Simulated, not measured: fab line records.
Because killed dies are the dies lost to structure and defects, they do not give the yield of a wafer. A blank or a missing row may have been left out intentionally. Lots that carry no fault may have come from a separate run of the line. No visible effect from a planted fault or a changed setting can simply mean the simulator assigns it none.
Split-lot study -- flow n5Finfet -- 21 wafers read across 7 lots, on a route 1938 steps long

THE SPLIT
At N5_BEOL_M8_ETCH_62 (etches SOC in N2/H2, target depth 110 nm, overetch 22 nm, time 165 s), the setting biasW was moved away from the recipe's 150 W on 6 of the 21 wafers read, by -7.3% to +15.7%. For the rest of the wafers, this setting stayed at what the recipe calls for.

The reading comes from the split's own step.

THE READING
rfVppV, in V, at N5_BEOL_M8_ETCH_62 (etches SOC in N2/H2, target depth 110 nm, overetch 22 nm, time 165 s). A value of 524.8 V with a standard deviation of 2.9 V is what fault-free wafers of this fab line usually give.

wafer,"tool, chamber at the split","biasW as run, W",against the recipe,"rfVppV, V",against lot-mates on the recipe
L076.2,"rieDiel-05, 1",150,recipe,521.4,-
L076.4,"rieDiel-05, 0",150,recipe,520.2,-
L076.6,"rieDiel-05, 2",150,recipe,525.8,-
L078.1,"rieDiel-05, 3",172.4,+14.9%,568.9,+42.0
L078.2,"rieDiel-05, 2",150,recipe,526.9,-
L078.6,"rieDiel-05, 1",172.4,+14.9%,570.6,+43.7
L082.3,"rieDiel-05, 0",173.5,+15.7%,578.6,+51.9
L082.4,"rieDiel-05, 3",173.5,+15.7%,569.8,+43.1
L082.5,"rieDiel-05, 2",150,recipe,526.7,-
L083.1,"rieDiel-01, 2",150,recipe,526.5,-
L083.2,"rieDiel-01, 0",150,recipe,526.8,-
L083.5,"rieDiel-01, 3",142.6,-4.9%,514.0,-12.6
L089.2,"rieDiel-05, 3",150,recipe,520.1,-
L089.3,"rieDiel-05, 0",150,recipe,527.8,-
L089.4,"rieDiel-05, 1",139.1,-7.3%,496.7,-27.3
L092.1,"rieDiel-01, 1",150,recipe,523.9,-
L092.2,"rieDiel-01, 2",150,recipe,524.9,-
L092.4,"rieDiel-01, 0",150,recipe,525.9,-
L096.1,"rieDiel-01, 2",150,recipe,526.0,-
L096.2,"rieDiel-01, 1",150,recipe,524.0,-
L096.3,"rieDiel-01, 3",150,recipe,527.4,-

FIT RESULTS
A straight line over all 21 wafers: rfVppV changes by +3.1 V for each +1% of biasW; r = +0.99; the points scatter about the line by 3.1 V.
The same after taking each lot's own level away (the mean of its wafers on the recipe; 21 wafers): +3 V for each +1%; r = +0.99; scatter 2.7 V.
That fit puts the effect of the largest move of biasW on the reading at 47 V.
Across the lots, their own levels run from 522.47 to 526.90 V, a range of 1.5 times the standard deviation given above.
The two slopes agree, so the slope changes little with the lot-to-lot level.
Check: +45 V against its lot-mates is what the line predicts for one of the wafers moved furthest among these (+15.7%) when that wafer is left out of the fit. Against them it came out at +51.9 V.
Tool readings at the split's step, against how far the setting was moved: rfVppV r = +0.99.

OTHER SPLITS APPLIED TO THESE WAFERS
These wafers also went through other splits before the reading. Each is held against what the fit with the lots' levels taken away leaves over:
other split on the same wafers,wafers away from the commonest value,r with rfVppV (lot level and that fit taken away)
N5_BEOL_M5_PECVD_70 tempC,4,-0.16
N5_BEOL_M6_ETCH_62 timeS,6,+0.19
N5_BEOL_M6_TRENCH_ETCH_37 biasW,9,+0.36
N5_BEOL_M8_EXPOSE_08 doseMj,7,+0.21

THE WHOLE CHAIN: every reading that the file lists as answering this split, in the file's order
step,what it does,reading,change (the file's fit),r (the file's)
N5_BEOL_M8_ETCH_62,"etches SOC in N2/H2, target depth 110 nm, overetch 22 nm, time 165 s",rfVppV,+3.01 V for each +1% of the setting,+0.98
N5_BEOL_M8_ETCH_62,"etches SOC in N2/H2, target depth 110 nm, overetch 22 nm, time 165 s","SiARC_of_BEOL_M8_COAT_60.thkNm (the simulator's own value, which no gauge read)",-0.074 nm for each +1% of the setting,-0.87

THE FILE'S OWN FIT
rfVppV changes by +3.01 V for each +1% of biasW, r = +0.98.
